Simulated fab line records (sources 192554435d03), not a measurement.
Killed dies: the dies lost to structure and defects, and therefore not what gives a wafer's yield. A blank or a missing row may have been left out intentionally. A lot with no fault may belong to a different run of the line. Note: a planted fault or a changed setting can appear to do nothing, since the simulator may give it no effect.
Chamber matching / flow n5 finfet / N5_BEOL_M1_ETCH_69 on rie diel-02 has 4 sister chambers
The step etches SiARC in CF4, target depth 15.6 nm, time 26 s. 8 wafers are shown with their chamber, then 7 later ones without.

## EACH WAFER AND ITS CHAMBER
wafer=L075.2; chamber=0; throttle valve pct (%)=15.50; etch rf on time s (s)=26.5
wafer=L077.5; chamber=2; throttle valve pct (%)=15.58; etch rf on time s (s)=26.6
wafer=L079.5; chamber=3; throttle valve pct (%)=16.00; etch rf on time s (s)=26.4
wafer=L080.1; chamber=0; throttle valve pct (%)=15.03; etch rf on time s (s)=26.3
wafer=L080.2; chamber=3; throttle valve pct (%)=16.03; etch rf on time s (s)=26.3
wafer=L080.4; chamber=1; throttle valve pct (%)=15.57; etch rf on time s (s)=27.2
wafer=L082.1; chamber=1; throttle valve pct (%)=15.55; etch rf on time s (s)=27.0
wafer=L082.3; chamber=2; throttle valve pct (%)=15.61; etch rf on time s (s)=26.5

## WAFERS WITHOUT THEIR CHAMBER
wafer=L082.4; throttle valve pct (%)=16.03; etch rf on time s (s)=26.2
wafer=L092.2; throttle valve pct (%)=15.60; etch rf on time s (s)=26.7
wafer=L092.3; throttle valve pct (%)=15.08; etch rf on time s (s)=25.9
wafer=L092.5; throttle valve pct (%)=15.61; etch rf on time s (s)=26.8
wafer=L093.1; throttle valve pct (%)=15.08; etch rf on time s (s)=25.8
wafer=L093.2; throttle valve pct (%)=15.62; etch rf on time s (s)=26.0
wafer=L093.6; throttle valve pct (%)=15.61; etch rf on time s (s)=26.7

## CHAMBER TAKEN BY EACH
wafer=L082.4; from the rows above=3; in truth=3
wafer=L092.2; from the rows above=2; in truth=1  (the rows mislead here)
wafer=L092.3; from the rows above=can't be placed: 0 or 2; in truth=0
wafer=L092.5; from the rows above=can't be placed: 2 or 1 or 0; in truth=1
wafer=L093.1; from the rows above=can't be placed: 0 or 2 or 3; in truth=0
wafer=L093.2; from the rows above=can't be placed: 3 or 0 or 2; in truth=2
wafer=L093.6; from the rows above=2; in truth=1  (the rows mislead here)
Placed correctly: 1 of 7. Unplaceable from these rows: 4, with the true chamber sitting among the candidates in 4. Placed wrongly: 2.
How it was worked out, from the rows above alone: a wafer's distance from a chamber is the root of the sum, over the readings, of the square of ((its reading less the chamber's mean) divided by the reading's scatter). If the next closest chamber is less than 2 further off than the closest, the wafer can't be placed; otherwise it belongs to the closest. Each chamber's mean is taken over the wafers shown for it. The scatter: the root of (the sum of the squares of (reading less its chamber's mean) over the shown wafers, divided by (wafers less chambers)).
